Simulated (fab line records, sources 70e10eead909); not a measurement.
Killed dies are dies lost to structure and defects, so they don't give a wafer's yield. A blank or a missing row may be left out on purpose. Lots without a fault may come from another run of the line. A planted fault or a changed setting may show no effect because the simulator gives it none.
Which tool did it? | flow nand_harc | 12 lots, 36 wafers sampled, at 5 steps of a route of 1302

WHAT THE GAUGES READ, wafer by wafer
NHARC_END_SORT_01. Usual: killed_at_array 53, standard deviation 18; killed_at_other 0.8, standard deviation 1.1; killed_at_periphery 4.1, standard deviation 2.7; killed_dies 58, standard deviation 18; killed_open 3.1, standard deviation 1.7; killed_short 2.7, standard deviation 1.7.
lot  | measured     | on        | killed_at_array | killed_at_other | killed_at_periphery | killed_dies | killed_open | killed_short | flag
L832 | day 29 06:46 | prober-01 | 37 673 51       | 1 1 0           | 4 3 3               | 42 677 54   | 2 2 4       | 0 1 3        | OFF
L836 | day 30 03:42 | prober-01 | 672 74 82       | 0 0 0           | 5 3 5               | 677 77 87   | 7 3 3       | 1 1 3        | OFF

WHICH TOOL RAN EACH LOT (tool, then ch and the chambers of the sampled wafers, then the start)
lot  | NHARC_A_CONTACT_DEP_29          | NHARC_A_CONTACT_ETCH_49            | NHARC_A_CONTACT_ETCH_51                       | NHARC_A_CONTACT_ETCH_114
L821 | pecvd-02 ch 0,1,2, day 21 17:36 | rie_diel-13 ch 0,2,3, day 21 18:41 | rie_diel-13 ch 0,2,3, day 21 21:05 or earlier | har_cap_etch-03 ch 0,1, day 21 21:05
L822 | pecvd-01 ch 0,1, day 22 03:47   | rie_diel-10 ch 2,3, day 22 04:56   | rie_diel-10 ch 2,3, day 22 07:07 or earlier   | har_cap_etch-03 ch 0,1, day 22 07:07
L825 | pecvd-02 ch 0,1, day 23 00:53   | rie_diel-12 ch 0,1, day 23 02:20   | rie_diel-12 ch 1,3, day 23 05:10 or earlier   | har_cap_etch-01 ch 0,1, day 23 05:10
L827 | pecvd-02 ch 0,1, day 24 08:06   | rie_diel-12 ch 1,2, day 24 09:09   | rie_diel-12 ch 2,3, day 24 11:19 or earlier   | har_cap_etch-01 ch 0,1, day 24 11:19
L828 | pecvd-02 ch 0,1, day 25 00:17   | rie_diel-12 ch 1,2,3, day 25 01:49 | rie_diel-12 ch 0,2,3, day 25 04:01 or earlier | har_cap_etch-01 ch 0,1, day 25 04:01
L833 | pecvd-03 ch 0,1,2, day 25 20:27 | rie_diel-12 ch 0,2,3, day 25 21:24 | rie_diel-12 ch 0,1, day 26 00:25 or earlier   | har_cap_etch-02 ch 0,1, day 26 00:25
L832 | pecvd-01 ch 1,2, day 26 06:25   | rie_diel-12 ch 0,1,3, day 26 07:23 | rie_diel-12 ch 1,3, day 26 09:45 or earlier   | har_cap_etch-02 ch 0,1, day 26 09:45
L835 | pecvd-03 ch 0,1, day 27 04:28   | rie_diel-13 ch 0,3, day 27 05:38   | rie_diel-13 ch 0,1,2, day 27 07:51 or earlier | har_cap_etch-01 ch 0,1, day 27 07:51
L836 | pecvd-02 ch 0,2, day 27 08:47   | rie_diel-12 ch 0,3, day 27 09:53   | rie_diel-12 ch 0,1, day 27 12:06 or earlier   | har_cap_etch-02 ch 0,1, day 27 12:06
L842 | pecvd-02 ch 0,2, day 30 01:27   | rie_diel-12 ch 1,3, day 30 02:41   | rie_diel-12 ch 1,2,3, day 30 04:59 or earlier | har_cap_etch-02 ch 0, day 30 04:59
L844 | pecvd-02 ch 0,1,2, day 31 04:47 | rie_diel-12 ch 0,3, day 31 05:55   | rie_diel-12 ch 0,3, day 31 08:51 or earlier   | har_cap_etch-01 ch 1, day 31 08:51
L843 | pecvd-03 ch 0,1,2, day 31 04:52 | rie_diel-12 ch 0,2, day 31 06:17   | rie_diel-12 ch 2,3, day 31 09:29 or earlier   | har_cap_etch-03 ch 0, day 31 09:29
- NHARC_A_CONTACT_DEP_29: deposits SiON, target thk 100 nm.
- NHARC_A_CONTACT_ETCH_49: etches the open film in N2/H2, target depth 260 nm, time 475.3 s.
- NHARC_A_CONTACT_ETCH_51: etches the open film in O2/COS, target depth 7000 nm, time 1820 s.
- NHARC_A_CONTACT_ETCH_114: etches the open film in C4F8/O2/Ar, time 190 s, target depth 1850 nm.

WHAT THE TOOLS THEMSELVES READ (means of the sampled wafers that have a number; where no wafer has one, the mark that the record gives instead)
NHARC_A_CONTACT_DEP_29. Usual: heater_power_outer_w 444 W, standard deviation 63; heater_power_w 729 W, standard deviation 86.
lot  | tool     | heater_power_outer_w (W) | heater_power_w (W) | flag
L821 | pecvd-02 | 474                      | 781                |
L822 | pecvd-01 | 435                      | 692                |
L825 | pecvd-02 | 456                      | 772                |
L827 | pecvd-02 | 423                      | 732                |
L828 | pecvd-02 | 479                      | 813                |
L833 | pecvd-03 | 413                      | 673                |
L832 | pecvd-01 | 439                      | 718                |
L835 | pecvd-03 | 395                      | 653                |
L836 | pecvd-02 | 499                      | 803                |
L842 | pecvd-02 | 444                      | 730                |
L844 | pecvd-02 | 501                      | 808                |
L843 | pecvd-03 | 412                      | 684                |

NHARC_A_CONTACT_ETCH_49. Usual: drypump_motor_current_A 5.8 A, standard deviation 0.44; h2_flow_sccm 150.0 sccm, standard deviation 0.45; oes_product_au 1.001 a.u., standard deviation 0.0084; rf_vpp_V 429.5 V, standard deviation 2.9; run_length_s 496.7 s, standard deviation 0.39; showerhead_plenum_p_Torr 2.01 Torr, standard deviation 0.097; throttle_valve_pct 14.170 %, standard deviation 0.0098.
lot  | tool        | drypump_motor_current_A (A) | h2_flow_sccm (sccm) | oes_product_au (a.u.) | rf_vpp_V (V) | run_length_s (s) | showerhead_plenum_p_Torr (Torr) | throttle_valve_pct (%) | flag
L821 | rie_diel-13 | 5.8                         | 149.7               | 0.991                 | 426.6        | 496.6            | 1.94                            | 14.170                 |
L822 | rie_diel-10 | 5.8                         | 149.8               | 1.011                 | 430.6        | 496.7            | 2.03                            | 14.178                 |
L825 | rie_diel-12 | 5.9                         | 150.1               | 0.994                 | 426.2        | 496.5            | 1.91                            | 14.167                 |
L827 | rie_diel-12 | 5.6                         | 150.0               | 1.007                 | 428.9        | 497.1            | 2.01                            | 14.180                 |
L828 | rie_diel-12 | 6.0                         | 149.9               | 1.006                 | 429.4        | 496.9            | 2.00                            | 14.169                 |
L833 | rie_diel-12 | 5.7                         | 150.3               | 0.993                 | 429.2        | 496.6            | 1.97                            | 14.166                 |
L832 | rie_diel-12 | 6.1                         | 149.8               | 1.003                 | 427.8        | 428.6            | 1.94                            | 14.164                 | OFF
L835 | rie_diel-13 | 5.5                         | 150.0               | 0.990                 | 427.5        | 496.8            | 1.95                            | 14.169                 |
L836 | rie_diel-12 | 5.9                         | 150.0               | 1.004                 | 433.5        | 428.6            | 2.15                            | 14.172                 | OFF
L842 | rie_diel-12 | 6.4                         | 150.0               | 0.994                 | 428.8        | 496.8            | 1.97                            | 14.172                 |
L844 | rie_diel-12 | 5.9                         | 150.1               | 1.003                 | 432.6        | 496.6            | 2.14                            | 14.178                 |
L843 | rie_diel-12 | 5.3                         | 149.6               | 1.006                 | 432.3        | 496.8            | 2.09                            | 14.164                 |

NHARC_A_CONTACT_ETCH_51. Usual: drypump_motor_current_A 5.8 A, standard deviation 0.45; oes_product_au 1.001 a.u., standard deviation 0.0086; rf_vpp_V 313.3 V, standard deviation 2.1; run_length_s 1841.4 s, standard deviation 0.4; showerhead_plenum_p_Torr 3.07 Torr, standard deviation 0.13; throttle_valve_pct 28.330 %, standard deviation 0.0088.
lot  | tool        | drypump_motor_current_A (A) | oes_product_au (a.u.) | rf_vpp_V (V) | run_length_s (s) | showerhead_plenum_p_Torr (Torr) | throttle_valve_pct (%) | flag
L821 | rie_diel-13 | 5.8                         | 1.001                 | 311.9        | 1841.4           | 2.98                            | 28.337                 |
L822 | rie_diel-10 | 5.8                         | 1.004                 | 313.4        | 1841.4           | 3.11                            | 28.332                 |
L825 | rie_diel-12 | 6.4                         | 1.003                 | 313.0        | 1841.1           | 3.06                            | 28.330                 |
L827 | rie_diel-12 | 5.6                         | 1.006                 | 313.8        | 1841.4           | 3.11                            | 28.328                 |
L828 | rie_diel-12 | 5.7                         | 0.996                 | 312.5        | 1841.6           | 3.03                            | 28.331                 |
L833 | rie_diel-12 | 6.1                         | 0.997                 | 311.4        | 1841.6           | 2.96                            | 28.329                 |
L832 | rie_diel-12 | 6.4                         | 0.996                 | 312.7        | 1841.2           | 3.02                            | 28.319                 |
L835 | rie_diel-13 | 5.9                         | 1.005                 | 313.0        | 1841.7           | 3.10                            | 28.336                 |
L836 | rie_diel-12 | 6.1                         | 1.005                 | 314.6        | 1841.1           | 3.12                            | 28.328                 |
L842 | rie_diel-12 | 6.0                         | 0.997                 | 313.3        | 1841.5           | 3.05                            | 28.321                 |
L844 | rie_diel-12 | 6.1                         | 1.003                 | 315.3        | 1841.2           | 3.16                            | 28.333                 |
L843 | rie_diel-12 | 5.6                         | 1.009                 | 312.7        | 1841.5           | 3.09                            | 28.319                 |

THE ANSWER, worked out from the rows above alone
Rule: a lot is off if the mean of its wafers that have a number lies more than 3 standard deviations from the usual mean. A lot without any number at a reading at which 4 lots or more have one is off too. The other lots that the step has rows for count as sound. The gauges are gone through in route order, then the tools' own readings, and for those a lot's mean is taken as printed above. The first step at which some lot is off is used, and at that step the reading that is off furthest; a lot without a number counts as furthest.
Off: L832, L836, at NHARC_END_SORT_01 (killed_at_array). Neither off nor sound, because the step has no rows for them: L821, L822, L825, L827, L828, L833, L835, L842, L844, L843.
A tool fits if, at a process step before that reading, it ran every lot that is off, and no sound lot after the first of them. The gauges at NHARC_END_SORT_01 aren't tried: what is off there is off at NHARC_A_CONTACT_ETCH_49 too, on other tools, and a gauge's error can't cause that. NHARC_A_CONTACT_ETCH_51 gives no start for some lots, so the hours and the order of its lots are those of NHARC_A_CONTACT_ETCH_114. Can't be told from this: 2 tools fit, rie_diel-12 at NHARC_A_CONTACT_ETCH_49 and NHARC_A_CONTACT_ETCH_51, har_cap_etch-02 at NHARC_A_CONTACT_ETCH_114.

WHAT THE SIMULATOR HAD PUT IN
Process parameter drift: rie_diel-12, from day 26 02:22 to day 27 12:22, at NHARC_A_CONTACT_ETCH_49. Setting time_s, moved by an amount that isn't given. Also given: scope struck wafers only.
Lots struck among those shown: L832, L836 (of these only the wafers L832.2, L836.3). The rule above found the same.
